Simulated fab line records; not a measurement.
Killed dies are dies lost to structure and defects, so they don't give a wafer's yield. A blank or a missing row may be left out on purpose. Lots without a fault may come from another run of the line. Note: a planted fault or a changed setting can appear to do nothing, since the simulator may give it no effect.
Matching of chambers || flow n5_finfet || 4 sister chambers for N5_SPACER0_ALD_08 on ald_sin-03
The step deposits SiNx, target thk 2 nm. 8 wafers are shown with their chamber, then 8 later ones without.

## WAFERS, EACH WITH ITS CHAMBER
{"wafer": "L074.6", "chamber": 2, "heater_power_w (W)": 1033}
{"wafer": "L075.4", "chamber": 3, "heater_power_w (W)": 722}
{"wafer": "L077.1", "chamber": 3, "heater_power_w (W)": 699}
{"wafer": "L082.1", "chamber": 2, "heater_power_w (W)": 1047}
{"wafer": "L082.4", "chamber": 1, "heater_power_w (W)": 847}
{"wafer": "L087.2", "chamber": 1, "heater_power_w (W)": 833}
{"wafer": "L087.5", "chamber": 0, "heater_power_w (W)": 805}
{"wafer": "L088.2", "chamber": 0, "heater_power_w (W)": 819}

## WAFERS WITH NO CHAMBER GIVEN
{"wafer": "L088.4", "heater_power_w (W)": 709}
{"wafer": "L088.5", "heater_power_w (W)": 833}
{"wafer": "L092.1", "heater_power_w (W)": 862}
{"wafer": "L092.2", "heater_power_w (W)": 1075}
{"wafer": "L092.5", "heater_power_w (W)": 695}
{"wafer": "L097.4", "heater_power_w (W)": 708}
{"wafer": "L097.5", "heater_power_w (W)": 859}
{"wafer": "L097.6", "heater_power_w (W)": 1053}

## WHICH CHAMBER EACH WENT THROUGH
{"wafer": "L088.4", "from the rows above": 3, "in truth": 3}
{"wafer": "L088.5", "from the rows above": "can't be placed: 1 or 0", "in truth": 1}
{"wafer": "L092.1", "from the rows above": 1, "in truth": 1}
{"wafer": "L092.2", "from the rows above": 2, "in truth": 2}
{"wafer": "L092.5", "from the rows above": 3, "in truth": 3}
{"wafer": "L097.4", "from the rows above": 3, "in truth": 3}
{"wafer": "L097.5", "from the rows above": 1, "in truth": 1}
{"wafer": "L097.6", "from the rows above": 2, "in truth": 2}
Placed correctly: 7 of 8. Cannot be placed on the basis of these rows: 1; the candidates contain the true chamber in 1. Placed wrongly: 0.
How it was worked out, from the rows above alone: a wafer's distance from a chamber is the root of the sum, over the readings, of the square of ((its reading less the chamber's mean) divided by the reading's scatter). The wafer belongs to the nearest chamber; if the next one is less than 2 further off, it can't be placed. For every chamber, the mean is computed from those of its wafers that are shown. How the scatter is found: for the shown wafers, subtract from each reading the mean of its chamber, square and add these, divide the total by (wafers less chambers), then take the root.
